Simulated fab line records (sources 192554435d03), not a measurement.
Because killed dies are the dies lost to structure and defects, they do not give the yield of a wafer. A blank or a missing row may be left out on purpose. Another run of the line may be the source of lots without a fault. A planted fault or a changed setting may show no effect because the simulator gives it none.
fab line records	flow n5Finfet
[record] lots = 5	wafers = 13	lastDay = 17
route steps=1938 shown BEOL_M1@832 BEOL_M2@841 BEOL_M4@1111 PASSIVATION@1936
lots untouched by any fault: they come from a run of this same line in which no faults occurred
startH: the number of hours between the record's first day and the start of the first shown wafer of the lot	waitH: hours elapsed since this lot's preceding step	" the same as in the row above	L1.1+2: one row covering several wafers at once	- no value, or no start given	* or withheld: withheld	< > ~ a bound
route shown NAME@n: NAME is a module with steps in the file, n the number in the route of the first one	usual: the fault-free wafers' mean and standard deviation	same: alike in all rows	chamber/n: place in a boat	sites: each site's reading	_std_site: the values' standard deviation	_edge_site: mean of outer sites minus mean of inner sites	radiusMm: how far each site lies from the wafer's centre	mask NAME#n: copy n	behind: the tool/chamber that last shaped the wafer	hold: why the lot was held/for how many hours/how that ended	device: the transistor (n, p or np) that didn't switch	end of line: tests run on the same wafers once the route is complete	where a step has no rows: the recipe by itself	killed: dies that structure and defects cost at the first sort, which is not the same as the wafer's yield	map: per-die view of a wafer (x killed, . not killed, _ where there is no die)
set.NAME: the setting the step ran with; set.NAME@STEP: the setting that earlier step ran with	model.NAME: the simulator's own value behind a step, which no gauge read
lots seen at some steps along the route; tables by step, rows by wafer
services: the hour from which a tool's chamber was out of use, counted from the record's first day as startH (under 0 if before that day), plus the number of hours and why
[[steps]]
[step N5_BEOL_M1_ANNEAL_51]
[recipe] tempC = 225	timeS = 90	ambient = N2
[step N5_BEOL_M1_CMP_52]
[recipe] stopOn = SiOC	tOverpolishS = 6.8	downForcePsi = 1	platenRpm = 50	clearingPlatenDownForcePsi = 1.5	clearingPlatenRpm = 50	postCmpClean = cuAlkaline	targetThkNm = 40	clearingPlatenPadVelocityMS = 0.99484	padVelocityMS = 0.99484
[step N5_BEOL_M1_PRE_CLEAN_60]
[recipe] gas = NH3/H2	timeS = 15	tempC = *	rfPowerW = 300
[step N5_BEOL_M1_CO_CAP_55]
[recipe] material = Co	targetThkA = 20	tempC = 200	precursor = CCTBA/H2	pressureTorr = 30	timeS = 102.1
[step N5_BEOL_M1_PRE_CLEAN_56]
[recipe] gas = NH3	timeS = 15	tempC = withheld	rfPowerW = 300
[step N5_BEOL_M1_DEP_57]
[recipe] material = SiCN	targetThkA = 80	tempC = withheld	precursor = 3MS/NH3	pressureTorr = 3	rfW = 202	timeS = 14
[step N5_BEOL_M2_ILD_DEP_00]
[recipe] material = SiOC	targetThkA = 790	tempC = 350	precursor = DEMS/O2	pressureTorr = 5	rfW = 500	timeS = 15.3
[step N5_BEOL_M2_PECVD_72]
[recipe] material = SiO2	targetThkA = 160	tempC = 400	precursor = TEOS/O2	pressureTorr = 5.5	rfW = 450	teosFlowSccm = 53.8	gas = O2	flowSccm = 3000	timeS = 18
[step N5_BEOL_M2_HM_DEP_02]
[recipe] material = TiN	targetThkA = 200	tempC = 25	chamberPressurePa = 0.49996
[usual] throttleValvePct = 30.2/0.93
lot.wafer	tool	chamber	startH	waitH	throttleValvePct	model.TiN_of_BEOL_M2_HM_DEP_02.thkNm
L974.5	pvdSputter-02	-	183.08	0.1	31.3	28.4
L974.6	"	-	"	"	29.5	20.2
L975.4	pvdSputter-02	-	186.31	0.1	29.7	28
L975.6	"	-	"	"	29.5	20.2
L977.1	pvdSputter-02	-	208.31	1.8	29.8	20
L977.2	"	-	"	"	30.2	20.2
L977.4	"	-	"	"	31.3	28.2
L981.2	pvdSputter-03	-	224.01	1.7	31.1	20.2
L981.3	"	-	"	"	30.4	20
L981.5	"	-	"	"	31.3	20.4
L986.2	pvdSputter-03	-	255.13	1.4	30.4	20
L986.5	"	-	"	"	30.7	19.8
L986.6	"	-	"	"	30.9	20
[step N5_BEOL_M2_COAT_61]
[recipe] resist = SOC	tempC = 250	timeS = 60	spinRpm = 1500	resistThkNm = 60
[step N5_BEOL_M2_COAT_62]
[recipe] resist = SiARC	tempC = 220	timeS = 60	spinRpm = 1500	resistThkNm = 12
[step N5_BEOL_M2_COAT_73]
[recipe] resist = underlayer	tempC = 205	timeS = 60	spinRpm = 1500	resistThkNm = 5
[step N5_BEOL_M2_COAT_05]
[recipe] resist = CAR-EUV	spinRpm = 1500	resistThkNm = 30
[step N5_BEOL_M2_EBR_07]
[recipe] solvent = PGMEA	ebrWidthMm = 1.5
[step N5_BEOL_M2_SOFTBAKE_06]
[recipe] tempC = 110	timeS = 60	resist = CAR-EUV
[step N5_BEOL_M2_EXPOSE_08]
[recipe] maskId = M2	na = 0.33	sourceShape = dipole	sigmaInner = 0.369	sigmaOuter = 0.767	polarization = unpolarized	doseMj = 41.25
[step N5_BEOL_M2_PEB_09]
[recipe] pebTempC = 100	pebTimeS = 60	resist = CAR-EUV
[step N5_BEOL_M2_DEVELOP_10]
[recipe] developTimeS = 30	developer = TMAH	resist = CAR-EUV	rinseLiquid = surfactantRinse	dry = airSpin	devTempC = 23
[step N5_BEOL_M2_DESCUM_16]
[recipe] chemistry = O2	timeS = 7	sourcePowerW = 50	biasPowerW = 20	pressureMtorr = 20	rfFrequencyHz = 2.712e+07	tempC = 40	resist = CAR-EUV	o2FlowSccm = 225
[step N5_BEOL_M2_ETCH_74]
[recipe] chemistry = N2/H2	target = underlayer	targetDepthA = 65	maskMaterial = CAR-EUV	timeS = 5.2	ionEnergyEv = 200	pressureMtorr = 30	sourceW = 840	biasW = 150	n2FlowSccm = 200	h2FlowSccm = 200	ends = cleared
[step N5_BEOL_M2_ETCH_63]
[recipe] chemistry = CF4	target = SiARC	targetDepthA = 156	maskMaterial = CAR-EUV	timeS = 26	ionEnergyEv = 80	pressureMtorr = 40	sourceW = 545	biasW = 36	Ar_flow_sccm = 100	cf4FlowSccm = 100	ends = cleared
[step N5_BEOL_M2_ETCH_64]
[recipe] chemistry = N2/H2	target = SOC	targetDepthA = 750	overetchA = 225	maskMaterial = SiARC	tempC = 40	timeS = 121.9	ionEnergyEv = 200	pressureMtorr = 30	sourceW = 840	biasW = 150	n2FlowSccm = 200	h2FlowSccm = 200
[step N5_BEOL_M2_STRIP_65]
[recipe] chemistry = N2/H2	tempC = 40	n2FlowSccm = 200	h2FlowSccm = 200	rfFrequencyHz = 6e+07
[step N5_BEOL_M2_STRIP_75]
[recipe] chemistry = N2/H2	tempC = 40	n2FlowSccm = 200	h2FlowSccm = 200	rfFrequencyHz = 6e+07
[step N5_BEOL_M2_STRIP_66]
[recipe] chemistry = CF4	resist = SiARC	powerW = 300	biasPowerW = 75	pressureMtorr = 50	cf4FlowSccm = 150	rfFrequencyHz = 6e+07
[step N5_BEOL_M2_HM_OPEN_17]
[recipe] chemistry = Cl2/BCl3	targetDepthA = 200	overetchA = 60	target = TiN	maskMaterial = SOC	ionEnergyEv = 150	pressureMtorr = 10	icpW = 1000	biasW = 126	Cl2_flow_sccm = 53.25	bcl3FlowSccm = 21.75	Ar_flow_sccm = 25
[usual] bcl3FlowSccm = 21.75/0.065	chamberPressureMTorr = 10.000/0.0094	drypumpMotorCurrentA = 5.9/0.4	oesProductAu = 0.63/0.078	throttleValvePct = 22.37/0.19
lot.wafer	tool	chamber	startH	waitH	bcl3FlowSccm	chamberPressureMTorr	drypumpMotorCurrentA	oesProductAu	rfHoursCounterH	throttleValvePct	model.etch.depthNm
L974.5	rieMetal-01	1	183.99	0.1	21.74	9.997	5.9	0.71	-	21.97	26.89
L974.6	"	0	"	"	21.75	10.012	5.0	0.62	-	22.14	20.17
L975.4	rieMetal-01	0	187.11	0.1	21.63	9.994	5.0	0.74	-	21.93	26.65
L975.6	"	1	"	"	21.77	10.001	5.9	0.59	-	22.18	20.22
L977.1	rieMetal-03	0	209.27	0.0	21.68	9.982	6.1	0.66	49	22.49	20.05
L977.2	"	1	"	"	21.75	9.991	6.0	0.78	5	22.27	20.19
L977.4	"	0	"	"	21.72	9.992	6.1	0.79	-	22.28	26.26
L981.2	rieMetal-03	1	224.80	0.0	21.58	10.001	6.0	0.76	7	22.29	20.17
L981.3	"	0	"	"	21.73	9.990	6.1	0.66	-	22.47	20.08
L981.5	"	0	"	"	21.76	10.001	6.2	0.67	-	22.47	20.32
L986.2	rieMetal-01	0	256.20	0.0	21.84	10.028	5.0	0.61	61	22.16	19.91
L986.5	"	0	"	"	21.82	10.000	5.0	0.61	-	22.17	19.9
L986.6	"	1	"	"	21.84	9.999	5.9	0.59	-	22.19	20.08
[step N5_BEOL_M2_STRIP_19]
[recipe] chemistry = O2	powerW = 400	tempC = 40	pressureMtorr = 30	rfFrequencyHz = 6e+07	biasPowerW = 0	overashFraction = 0.2	o2FlowSccm = 225
[step N5_BEOL_M2_COAT_67]
[recipe] resist = SOC	tempC = 250	timeS = 60	spinRpm = 1500	resistThkNm = 60
[step N5_BEOL_M2_COAT_68]
[recipe] resist = SiARC	tempC = 220	timeS = 60	spinRpm = 1500	resistThkNm = 12
[step N5_BEOL_M2_COAT_76]
[recipe] resist = underlayer	tempC = 205	timeS = 60	spinRpm = 1500	resistThkNm = 5
[step N5_BEOL_M2_COAT_22]
[recipe] resist = CAR-EUV	spinRpm = 1500	resistThkNm = 30
[step N5_BEOL_M2_EBR_24]
[recipe] solvent = PGMEA	ebrWidthMm = 1.5
[step N5_BEOL_M2_SOFTBAKE_23]
[recipe] tempC = 110	timeS = 60	resist = CAR-EUV
[step N5_BEOL_M2_EXPOSE_25]
[recipe] maskId = V1	na = 0.33	sourceShape = quasar	sigmaInner = 0.2	sigmaOuter = 0.8	polarization = unpolarized	defocusNm = 5	doseMj = 63
[step N5_BEOL_M2_TRENCH_ETCH_37]
[recipe] chemistry = C4F6/O2	targetDepthA = 555.55	target = SiOC	timeS = 29.2	ionEnergyEv = 250	pressureMtorr = 30	sourceW = 355	biasW = 185	Ar_flow_sccm = 300	C4F6_flow_sccm = 10	O2_flow_sccm = 10
[usual] chamberPressureMTorr = 29.997/0.027	drypumpMotorCurrentA = 5.8/0.39	oesProductAu = 0.81/0.085	rfVppV = 668/6.9	showerheadPlenumPTorr = 2.88/0.089	throttleValvePct = 20.68/0.24
lot.wafer	tool	chamber	startH	waitH	chamberPressureMTorr	drypumpMotorCurrentA	oesProductAu	rfHoursCounterH	rfVppV	showerheadPlenumPTorr	throttleValvePct	model.TiN_of_BEOL_M2_HM_DEP_02.thkNm
L974.5	rieDiel-06	3	-	-	29.986	6.6	0.68	-	663	2.69	20.51	26
L974.6	"	2	"	"	29.986	5.6	0.76	-	662	2.73	20.86	17.8
L975.4	rieDiel-05	3	-	-	29.982	5.9	0.65	246	670	2.80	21.01	25.8
L975.6	"	3	"	"	29.969	5.9	0.65	-	669	2.80	21.01	18
L977.1	rieDiel-06	2	-	-	30.036	5.7	0.75	166	662	2.73	20.88	17.8
L977.2	"	0	"	"	29.959	5.9	0.72	166	657	2.83	20.65	18
L977.4	"	1	"	"	29.980	6.4	0.83	77	665	2.99	20.75	26
L981.2	rieDiel-04	2	-	-	30.036	5.9	0.80	111	671	2.86	21.04	17.8
L981.3	"	0	"	"	29.986	5.4	0.85	66	680	2.89	20.79	17.8
L981.5	"	3	"	"	30.030	5.6	0.91	-	670	2.90	20.52	18
L986.2	rieDiel-05	3	-	-	29.977	5.9	0.94	10	668	2.80	20.64	17.6
L986.5	"	3	"	"	30.019	5.9	0.94	-	669	2.80	20.65	17.6
L986.6	"	2	"	"	30.004	5.8	0.85	-	666	2.88	20.26	17.8
[step N5_BEOL_M2_OCD_MEAS_38]
[usual] trenchDepthNm = 55.7/0.9
lot.wafer	tool	chamber	startH	waitH	trenchDepthNm
L974.5	ocd-01	-	185.77	-	46.6
L974.6	"	-	"	"	55.2
L975.4	ocd-01	-	189.69	-	47.3
L975.6	"	-	"	"	53.8
L977.1	ocd-01	-	214.02	-	55.4
L977.2	"	-	"	"	54.2
L977.4	"	-	"	"	37.7
L981.2	ocd-01	-	232.00	-	56.8
L981.3	"	-	"	"	55.8
L981.5	"	-	"	"	57.4
L986.2	ocd-01	-	267.81	-	56.0
L986.5	"	-	"	"	55.9
L986.6	"	-	"	"	56.0
[step N5_BEOL_M4_RC_MEAS_101]
[usual] CHAIN_V1_max_site = 242/8.9	CHAIN_V2_max_site = 238/7.6	DIBL_N = 36.3/1.4	DIBL_P = 36.2/1.5	IOFF_N = 0.160/0.021	IOFF_P = 0.211/0.027	ION_N = 676/7.7	ION_P = 463/5.5	SERP_M2_max_site = 206/15	SS_N = 71.4/0.57	SS_P = 73.3/0.58	VT_N = 249.3/2.5	VT_P = -250.1/2.6
lot.wafer	tool	chamber	startH	waitH	CHAIN_V1_max_site[ohm/link]	CHAIN_V2_max_site[ohm/link]	DIBL_N[mV/V]	DIBL_P[mV/V]	IOFF_N[nA/um]	IOFF_P[nA/um]	ION_N[uA/um]	ION_P[uA/um]	SERP_M2_max_site[ohm/um]	SS_N[mV/dec]	SS_P[mV/dec]	VT_N[mV]	VT_P[mV]
L974.5	prober-01	0	218.39	0.6	~571	~571	36.2	38.0	0.179	0.235	693	471	~5.4054e+05	70.7	73.3	248.7	-246.9
L974.6	"	0	"	"	243	221	35.4	35.6	0.154	0.201	679	461	203	70.4	73.0	248.0	-248.6
L975.4	prober-02	0	222.96	0.5	~571	~571	34.5	35.7	0.148	0.189	685	462	~5.4054e+05	71.3	72.8	249.6	-249.6
L975.6	"	0	"	"	254	233	35.2	36.8	0.167	0.211	681	464	216	71.8	74.0	249.3	-249.6
L977.1	prober-01	0	238.36	0.0	238	239	34.4	35.3	0.138	0.196	680	465	217	71.0	73.5	252.4	-250.9
L977.2	"	0	"	"	250	248	34.2	34.8	0.128	0.197	661	463	231	71.1	73.6	253.6	-248.9
L977.4	"	0	"	"	~571	~571	37.1	38.3	0.168	0.245	675	472	~5.4054e+05	72.1	73.8	248.2	-247.1
L981.2	prober-02	0	260.93	0.2	237	231	38.2	36.8	0.173	0.255	680	475	213	72.0	73.2	246.5	-247.3
L981.3	"	0	"	"	240	244	39.0	37.5	0.184	0.272	672	468	211	72.5	73.5	247.7	-243.9
L981.5	"	0	"	"	231	232	36.9	35.7	0.155	0.238	669	465	194	71.5	73.7	249.3	-247.5
L986.2	prober-02	0	297.07	0.2	248	237	36.4	37.7	0.155	0.221	668	462	211	71.0	73.7	248.5	-249.1
L986.5	"	0	"	"	248	234	34.5	35.2	0.124	0.180	679	466	197	70.7	72.7	250.1	-251.3
L986.6	"	0	"	"	256	229	34.5	36.1	0.126	0.186	667	460	228	71.2	73.0	251.4	-252.6
[step N5_PASSIVATION_PROBE_49]
[usual] defectLimitedYield = 91.3/1.4	killed_at_M0_to_M3 = 34/10	killed_at_M4_up = 13/4.8	killedAtContacts = 12/6.1	killedAtFrontEnd = 40/11	killedAtOther = 3.7/2.8	killedDies = 103/16	killedOnRim = 13/3.6	killedOpen = 67/12	killedShort = 34/7.4	sort_bin_5_function = 5.1/0.95	sort_bin_6_memory = 3.2/0.62	sortNPass = 1077/16	sortYieldPct = 91.3/1.4
[same] grossDies = 1180	killedAtBackSide = 0	sort_bin_4_leakage[%] = 0	sort_bin_8_speed[%] = 0
lot.wafer	tool	chamber	startH	waitH	defectLimitedYield[%]	killed_at_M0_to_M3	killed_at_M4_up	killedAtContacts	killedAtFrontEnd	killedAtOther	killedDies	killedOnRim	killedOpen	killedShort	sort_bin_5_function[%]	sort_bin_6_memory[%]	sortNPass	sortYieldPct[%]
L974.5	prober-02	-	307.59	0.2	77.1	204	9	12	42	3	270	25	72	32	19.6	2.7	910	77.1
L975.4	prober-01	-	323.59	0.2	73.6	243	9	2	52	6	312	49	73	25	23.1	3.1	868	73.6
L977.2	prober-02	-	337.31	0.1	90.5	31	17	5	53	6	112	15	73	37	5.8	3.1	1068	90.5
L977.4	prober-02	-	337.41	0.2	62.9	372	10	10	45	1	438	81	60	37	33.9	2.4	742	62.9
// killed by level:class
L974.5 BEOL_M2:areaOpen=166 FIN_SAQP:geometricParticle:open=13 BEOL_M2:geometricParticle:open=12 FIN_SAQP:geometricParticle:short=10 MOL_CONTACT_COAG:geometricParticle:open=9 BEOL_M0:geometricParticle:open=8 GATE_CUT:geometricParticle:short=6 BEOL_M1:geometricParticle:open=5
L975.4 BEOL_M2:areaOpen=214 FIN_SAQP:geometricParticle:open=18 BEOL_M2:geometricParticle:open=11 DUMMY_GATE:geometricParticle:open=8 STI_FIN_REVEAL:geometricParticle:open=6 BEOL_M3:geometricParticle:open=6 BEOL_M2:geometricParticle:short=5 STI_FIN_REVEAL:geometricParticle:short=5
L977.2 FIN_SAQP:geometricParticle:open=16 FIN_SAQP:geometricParticle:short=12 BEOL_M4:geometricParticle:open=10 BEOL_M0_SAQP:geometricParticle:short=7 BEOL_M2:geometricParticle:open=6 STI_FIN_REVEAL:geometricParticle:open=5 DUMMY_GATE:geometricParticle:open=5 BEOL_M0_SAQP:geometricParticle:open=5
L977.4 BEOL_M2:areaOpen=337 FIN_SAQP:geometricParticle:short=17 BEOL_M2:geometricParticle:open=13 FIN_SAQP:geometricParticle:open=11 MOL_CONTACT_COAG:geometricParticle:open=9 BEOL_M0_SAQP:geometricParticle:open=5 BEOL_M1:geometricParticle:open=5 BEOL_M4:geometricParticle:open=5
// map L974.5 (x killed, . not)
_________________..........xx________________
______________x.........x..x..x._____________
___________...x...........x.....xx.__________
__________...x...........x...x.x.x.x_________
________...x.x.x.............x..x....x_______
_______........x..x...x.......x..xx...x______
______......x...x.xx.....x.............x_____
_____.x............x...............x..x..____
____..............x...........x......x....___
___............xx.....x...............xx..x__
___...x..xx....x............x..........x...__
__.x.........xx..xxx...........x...x......x._
__.x..............x.xxx..x...x.....xx..x...x_
_....x......x.xxx...x.xx.....x......x.x.x...x
_...........x..x.x...x....x.....xx...........
_....x....x.x..x...xx............x....xx.x..x
_...................xxxx..xx.......xxxx....x.
_..................xxxxx....x.......xxx....xx
_..x.........x.......x....x.xxxx..xx.xx......
_..x....x.....x.....xxxxxxxxx........xx....x.
_.........x.x......x..x.xxxx.xxx.x...x.......
__.....x....x......xxxxxxxxxxxxx...x.......x_
__................xxxxxxxxxxxx.......x......_
___............x.x.xxxxxxxxxxxx.......xx...__
___....xxxx..x.x....xxxxxxxxxxx.......x...x__
____...x....x........x..xx.xx.....x.x.....___
_____.....x.....xxx........x.x..x...x.x..____
______....x.........x....xx............._____
_______......x..........xx.......xx.x..______
________...x....x..................x.._______
__________..x...x......x............_________
___________....x...................__________
______________...x...........x.._____________
_________________.....x......________________
// map L975.4 (x killed, . not)
_________________......x.....________________
______________..........x.xx...._____________
___________..x.................x...__________
__________............xx.........x.._________
________............x...x....x........_______
_______x.........................x.x...______
______.xx.....x......x.....x............_____
_____...................x.............xx.____
____...x....x.......x........x...........x___
___xxx...x.....x....xx..x..xx.....x.......x__
___xxx...x....x......xxx.xxx....xx........x__
__xxx.x.....x..x.....xx..xx.......x.x..x..xx_
__xxx.x..............x.xxx.xx..xxx.x.....x.._
_.xxx.xx...........xxxxxxxx..................
_x..x.........x..........x..x.....x......x.x.
_x.xxx.xxx.xx.....x.............x..x......x.x
_xxxxxx..x.............x......x....x......xx.
_xx.xxxx.x.............................x.....
_.xxxxx..x........................xx....x....
_xxxxx.x.x..x.x........x..................x..
_.x.xxxxx....x...x..x........x...........xx..
__x.xxxxx.x..xx...x.x.x................x..x._
__x.xxxxx.x....xxx......x...x..x....x....x.._
___..xx.xx..xx.x......x....................__
___..xx.xxxxxxx.x.xx.x.x........x..x.......__
____..xxxxxxxxx.xxxx.......x....x..xx..x..___
_____xxxxxx.xxxx...x......x........x.....____
______xxxxx.xxx.x........x..........x..._____
_______.xxxxxxxxxx.........xx....x....x______
________x.xxx.xx..x........x.........._______
__________xx.........x..........x..._________
___________xx.xx..x....x.x.xx......__________
______________x.xx......x.x....x_____________
_________________x.xxx.x.....________________
[[services]]
tool	chamber	startH	hours	kind
rieMetal-01	1	161.67	9.4	repair
pvdSputter-03	-	169.70	3.3	repair
rieDiel-05	3	204.47	-	clean
rieDiel-05	3	204.47	-	consumableReplace:focusRing
rieDiel-05	3	204.47	40.2	scheduledDown
rieDiel-05	3	204.47	40.2	ventCycle
rieMetal-01	-	224.32	1.4	pm
rieDiel-06	3	228.27	-	clean
rieDiel-06	3	228.27	-	consumableReplace:focusRing
rieDiel-06	3	228.27	-	consumableReplace:showerhead
rieDiel-06	3	228.27	22.3	scheduledDown
rieDiel-06	3	228.27	22.3	ventCycle
rieMetal-03	0	265.79	4.4	repair
[[key]]
[firstSign] step = N5_BEOL_M2_OCD_MEAS_38	reading = trenchDepthNm	direction = down	sigmas = 13	usual = 55.7	struck = 43.9
[effect] step = N5_BEOL_M4_RC_MEAS_101	reading = SERP_M2_max_site	direction = up	sigmas = 99+	usual = 206	struck = ~5.4054e+05
[effect] step = N5_BEOL_M4_RC_MEAS_101	reading = CHAIN_V2_max_site	direction = up	sigmas = 44	usual = 238	struck = ~571
[effect] step = N5_BEOL_M4_RC_MEAS_101	reading = CHAIN_V1_max_site	direction = up	sigmas = 37	usual = 242	struck = ~571
[effect] step = N5_PASSIVATION_PROBE_49	reading = killed_at_M0_to_M3	direction = up	sigmas = 24	usual = 34	struck = 273
[modelEffect] step = N5_BEOL_M2_HM_DEP_02	value = TiN_of_BEOL_M2_HM_DEP_02.thkNm	without = 20.13	struck = 28.2
[modelEffect] step = N5_BEOL_M2_HM_OPEN_17	value = etch.depthNm	without = 20.14	struck = 26.6
[modelEffect] step = N5_BEOL_M2_TRENCH_ETCH_37	value = TiN_of_BEOL_M2_HM_DEP_02.thkNm	without = 17.8	struck = 25.93
[moreKillsBornAt] N5_BEOL_M2_HM_OPEN_17@rieMetal-01 = 380	N5_BEOL_M2_HM_OPEN_17@rieMetal-03 = 337
metAt N5_BEOL_M2_HM_DEP_02
struckWafers L974.5,L975.4,L977.4
[fault] kind = processParameterDrift	tool = pvdSputter-02	chamber = -	onsetH = 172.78	steps = N5_BEOL_M2_HM_DEP_02	channel = targetThkA	offset = *	shape = step	endH = 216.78	scope = struckWafersOnly	actsIn = *	stated = *
